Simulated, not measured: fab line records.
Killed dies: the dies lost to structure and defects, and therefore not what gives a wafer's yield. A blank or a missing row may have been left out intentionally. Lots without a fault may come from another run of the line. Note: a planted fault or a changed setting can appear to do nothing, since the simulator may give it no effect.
Which tool is to blame? + flow nand-harc + Sampling: 13 lots, 39 wafers, 6 of 1302 route steps

== WHAT EACH GAUGE READ, for each wafer ==
NHARC_P_BONDPAD_THK_MEAS_20: measures by xrf. Usual: thk-nm 161.3 nm, standard deviation 1.5.
| lot  | measured     | on            | thk-nm (nm)       | flag |
|------|--------------|---------------|-------------------|------|
| L291 | day 7 09:50  | film-metro-01 | 159.8 159.7 160.8 |      |
| L293 | day 7 19:24  | film-metro-01 | 158.8 160.8 162.0 |      |
| L295 | day 8 17:20  | film-metro-02 | 162.1 164.7 160.6 |      |
| L302 | day 11 14:20 | film-metro-01 | 161.9 159.9 160.0 |      |
| L303 | day 12 03:37 | film-metro-01 | 158.3 160.5 159.8 |      |
| L304 | day 12 21:32 | film-metro-02 | 162.1 163.2 162.6 |      |
| L305 | day 12 22:20 | film-metro-01 | 158.8 160.3 160.2 |      |
| L306 | day 13 10:49 | film-metro-02 | 159.8 159.7 159.9 |      |
| L307 | day 14 00:32 | film-metro-02 | 161.4 161.3 160.1 |      |
| L308 | day 14 01:49 | film-metro-02 | 161.8 160.5 160.6 |      |
| L310 | day 15 00:59 | film-metro-01 | 161.0 159.7 159.9 |      |
| L311 | day 15 12:33 | film-metro-02 | 161.1 160.4 160.2 |      |
| L313 | day 16 09:52 | film-metro-02 | 162.5 161.8 163.0 |      |

NHARC_A_ZERO_WELL_CD_MEAS_10 targets a cd of 2000 nm. Usual: cd-nm 1999.4 nm, standard deviation 1.1.
| lot  | measured     | on        | cd-nm (nm)           | flag |
|------|--------------|-----------|----------------------|------|
| L291 | day 7 11:21  | cd-sem-03 | 1999.6 1999.3 1998.7 |      |
| L293 | day 7 20:58  | cd-sem-03 | 1999.4 1998.7 1999.8 |      |
| L295 | day 8 18:50  | cd-sem-02 | 1999.1 1999.0 1999.0 |      |
| L302 | day 11 15:52 | cd-sem-02 | 1998.6 1996.5 1998.7 |      |
| L303 | day 12 05:06 | cd-sem-02 | 1999.2 1999.8 1998.7 |      |
| L304 | day 12 22:55 | cd-sem-02 | 1998.6 1999.3 1998.8 |      |
| L305 | day 12 23:52 | cd-sem-01 | 1999.4 1999.7 1997.4 |      |
| L306 | day 13 12:19 | cd-sem-03 | 1999.5 1997.2 1998.4 |      |
| L307 | day 14 02:11 | cd-sem-01 | 1999.9 2001.5 1999.3 |      |
| L308 | day 14 03:22 | cd-sem-01 | 1997.9 1999.5 1998.3 |      |
| L310 | day 15 02:22 | cd-sem-03 | 1998.9 2000.3 1999.4 |      |
| L311 | day 15 14:08 | cd-sem-01 | 2000.0 2001.6 2000.2 |      |
| L313 | day 16 11:23 | cd-sem-03 | 2000.1 1999.7 1998.8 |      |

NHARC_A_SOURCE_PLATE_THK_MEAS_09: measures by ellipsometry. Usual: thk-nm 9.7 nm, standard deviation 1.2.
| lot  | measured     | on            | thk-nm (nm)    | flag |
|------|--------------|---------------|----------------|------|
| L291 | day 8 00:43  | film-metro-02 | 17.9 17.4 15.5 | OFF  |
| L293 | day 8 05:20  | film-metro-01 | 9.7 10.2 8.5   |      |
| L295 | day 9 07:43  | film-metro-02 | 14.7 15.6 14.8 | OFF  |
| L302 | day 12 04:37 | film-metro-01 | 16.3 16.1 16.3 | OFF  |
| L303 | day 12 13:50 | film-metro-02 | 10.8 8.3 9.7   |      |
| L304 | day 13 07:44 | film-metro-02 | 10.5 12.9 9.8  |      |
| L305 | day 13 07:44 | film-metro-01 | 11.0 9.0 12.4  |      |
| L306 | day 14 00:47 | film-metro-02 | 8.4 9.0 9.3    |      |
| L307 | day 14 11:44 | film-metro-02 | 8.6 9.7 11.2   |      |
| L308 | day 14 11:44 | film-metro-02 | 8.6 10.2 10.3  |      |
| L310 | day 15 13:48 | film-metro-02 | 10.3 8.3 8.6   |      |
| L311 | day 15 23:25 | film-metro-01 | 9.2 11.7 10.5  |      |
| L313 | day 16 20:38 | film-metro-01 | 10.7 8.3 9.9   |      |

NHARC_END_SORT_01. Usual: killed-at-array 52, standard deviation 19; killed-at-other 0.8, standard deviation 1; killed-at-periphery 3.7, standard deviation 2.5; killed-dies 56, standard deviation 19; killed-open 3.5, standard deviation 2; killed-short 2.2, standard deviation 1.4.
| lot  | measured     | on        | killed-at-array | killed-at-other | killed-at-periphery | killed-dies | killed-open | killed-short | flag |
|------|--------------|-----------|-----------------|-----------------|---------------------|-------------|-------------|--------------|------|
| L291 | day 24 19:07 | prober-02 | 26 15 31        | 2 0 1           | 1 2 2               | 29 17 34    | 4 1 5       | 6 1 1        |      |
| L295 | day 25 20:44 | prober-02 | 56 32 46        | 0 0 0           | 3 3 0               | 59 35 46    | 0 6 3       | 1 2 2        |      |
| L305 | day 30 09:25 | prober-02 | 77 59 48        | 1 0 0           | 0 2 1               | 78 61 49    | 1 1 3       | 5 2 1        |      |
| L307 | day 31 21:50 | prober-02 | 61 75 74        | 0 1 2           | 4 3 3               | 65 79 79    | 8 1 7       | 1 6 3        |      |
| L308 | day 32 04:50 | prober-01 | 74 68 74        | 2 0 0           | 2 1 4               | 78 69 78    | 6 5 8       | 5 2 1        |      |
| L310 | day 32 19:48 | prober-01 | 46 27 27        | 1 1 1           | 3 5 4               | 50 33 32    | 3 3 1       | 2 1 2        |      |

== EACH LOT AND THE TOOL THAT RAN IT (in order: tool; ch and the chambers of the sampled wafers; start) ==
| lot  | NHARC_P_BONDPAD_ANNEAL_28        | NHARC_A_SOURCE_PLATE_OXIDE_02                            |
|------|----------------------------------|----------------------------------------------------------|
| L291 | rtp-anneal-01 ch 0, day 7 09:13  | furnace-03 ch 0, day 7 16:23                             |
| L293 | rtp-anneal-01 ch 0, day 7 18:44  | furnace-08 ch 0, day 8 01:16                             |
| L295 | rtp-anneal-01 ch 0, day 8 16:40  | furnace-08, day 8 23:19 and furnace-03 ch 0, day 9 03:18 |
| L302 | rtp-anneal-02 ch 0, day 11 13:46 | furnace-08 ch 0, day 11 20:17                            |
| L303 | rtp-anneal-02 ch 0, day 12 03:00 | furnace-03 ch 0, day 12 09:48                            |
| L304 | rtp-anneal-01 ch 0, day 12 20:53 | furnace-03 ch 0, day 13 03:39                            |
| L305 | rtp-anneal-01 ch 0, day 12 21:43 | furnace-03 ch 0, day 13 03:39                            |
| L306 | rtp-anneal-01 ch 0, day 13 10:14 | furnace-01 ch 0, day 13 20:43                            |
| L307 | rtp-anneal-02 ch 0, day 13 23:58 | furnace-01 ch 0, day 14 07:41                            |
| L308 | rtp-anneal-02 ch 0, day 14 01:12 | furnace-01 ch 0, day 14 07:41                            |
| L310 | rtp-anneal-01 ch 0, day 15 00:22 | furnace-03 ch 0, day 15 09:43                            |
| L311 | rtp-anneal-02 ch 0, day 15 11:56 | furnace-03 ch 0, day 15 19:23                            |
| L313 | rtp-anneal-02 ch 0, day 16 09:15 | furnace-08 ch 0, day 16 16:38                            |
- NHARC_P_BONDPAD_ANNEAL_28: time 90 s.
- NHARC_A_SOURCE_PLATE_OXIDE_02: material SiO2, target thk 10 nm, ox time 1362 s.

== WHAT THE TOOLS THEMSELVES READ (means of the sampled wafers that have a number; where no wafer has one, the mark that the record gives instead) ==
NHARC_P_BONDPAD_ANNEAL_28. Usual: wafer_temp_C_max 226.5, standard deviation 0.35.
| lot  | tool          | wafer_temp_C_max | flag |
|------|---------------|------------------|------|
| L291 | rtp-anneal-01 | 226.5            |      |
| L293 | rtp-anneal-01 | 226.5            |      |
| L295 | rtp-anneal-01 | 226.9            |      |
| L302 | rtp-anneal-02 | 226.1            |      |
| L303 | rtp-anneal-02 | 226.2            |      |
| L304 | rtp-anneal-01 | 227.0            |      |
| L305 | rtp-anneal-01 | 226.6            |      |
| L306 | rtp-anneal-01 | 226.4            |      |
| L307 | rtp-anneal-02 | 226.1            |      |
| L308 | rtp-anneal-02 | 226.3            |      |
| L310 | rtp-anneal-01 | 226.4            |      |
| L311 | rtp-anneal-02 | 226.5            |      |
| L313 | rtp-anneal-02 | 226.4            |      |

NHARC_A_SOURCE_PLATE_OXIDE_02. Usual: ox-temp-c 899.9 C, standard deviation 0.46.
| lot  | tool                  | ox-temp-c (C) | flag |
|------|-----------------------|---------------|------|
| L291 | furnace-03            | 900.0         |      |
| L293 | furnace-08            | 900.0         |      |
| L295 | furnace-08/furnace-03 | 899.9         |      |
| L302 | furnace-08            | 899.6         |      |
| L303 | furnace-03            | 900.3         |      |
| L304 | furnace-03            | 899.5         |      |
| L305 | furnace-03            | 900.3         |      |
| L306 | furnace-01            | 899.9         |      |
| L307 | furnace-01            | 900.0         |      |
| L308 | furnace-01            | 899.9         |      |
| L310 | furnace-03            | 899.6         |      |
| L311 | furnace-03            | 899.8         |      |
| L313 | furnace-08            | 900.2         |      |

== THE ANSWER, worked out from the rows above alone ==
Rule: a lot is off if the mean of its wafers that have a number lies more than 3 standard deviations from the usual mean. A lot without any number at a reading at which 4 lots or more have one is off too. All remaining lots with rows at the step are treated as sound. Order of review: gauges by route order, followed by the tools' own readings, for which a lot's mean as printed above is used. At the first step where some lot is off, the reading lying furthest off is the one used; lots without a number count as furthest.
Off at NHARC_A_SOURCE_PLATE_THK_MEAS_09 (thk-nm): L291, L295, L302.
If a tool, at a process step before that reading, ran all the lots that are off and no sound lot after the first of them, it fits. Gauges at NHARC_A_SOURCE_PLATE_THK_MEAS_09: tried the same way as those tools. None of those tried fits.

== WHAT THE SIMULATOR HAD INSERTED ==
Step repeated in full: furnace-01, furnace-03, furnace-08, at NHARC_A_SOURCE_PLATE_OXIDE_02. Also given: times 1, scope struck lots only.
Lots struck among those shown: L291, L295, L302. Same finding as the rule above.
